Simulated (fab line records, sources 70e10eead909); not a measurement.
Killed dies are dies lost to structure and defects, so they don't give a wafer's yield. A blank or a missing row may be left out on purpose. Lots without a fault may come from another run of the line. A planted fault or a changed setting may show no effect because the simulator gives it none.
Chamber matching | flow nand_harc | NHARC_P_GATE_ETCH_32 on rie_si-01: 4 sister chambers
The step etches the open film in HBr/Cl2, target depth 150 nm, time 100.1 s. 7 wafers are shown with their chamber, then 7 later ones without.

WAFERS WITH THEIR CHAMBER
wafer  | chamber | oes_product_au (a.u.) | throttle_valve_pct (%)
L893.6 | 3       | 0.994                 | 26.398
L895.2 | 0       | 1.002                 | 26.419
L895.5 | 0       | 1.003                 | 26.411
L899.3 | 2       | 0.980                 | 26.409
L899.5 | 1       | 0.980                 | 26.408
L904.1 | 2       | 0.983                 | 26.417
L904.3 | 1       | 0.992                 | 26.418

WAFERS WITHOUT THEIR CHAMBER
wafer  | oes_product_au (a.u.) | throttle_valve_pct (%)
L904.6 | 0.990                 | 26.404
L905.2 | 1.003                 | 26.397
L905.3 | 1.000                 | 26.409
L905.6 | 1.004                 | 26.406
L914.2 | 0.998                 | 26.397
L914.4 | 1.013                 | 26.399
L914.5 | 0.997                 | 26.411

WHICH CHAMBER EACH WENT THROUGH
wafer  | from the rows above               | in truth
L904.6 | can't be placed: 3 or 1 or 2 or 0 | 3
L905.2 | can't be placed: 3 or 0           | 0
L905.3 | can't be placed: 0 or 3 or 1      | 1
L905.6 | can't be placed: 0 or 3           | 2
L914.2 | 3                                 | 3
L914.4 | can't be placed: 0 or 3           | 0
L914.5 | can't be placed: 0 or 3 or 1 or 2 | 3
Placed correctly: 1 of 7. Can't be placed from these rows: 6 (the true chamber is among the candidates in 5). Placed wrongly: 0.
How it was worked out, from the rows above alone: a wafer's distance from a chamber is the root of the sum, over the readings, of the square of ((its reading less the chamber's mean) divided by the reading's scatter). The wafer belongs to the nearest chamber; if the next one is less than 2 further off, it can't be placed. A chamber's mean is the mean of its shown wafers. The scatter: the root of (the sum of the squares of (reading less its chamber's mean) over the shown wafers, divided by (wafers less chambers)).
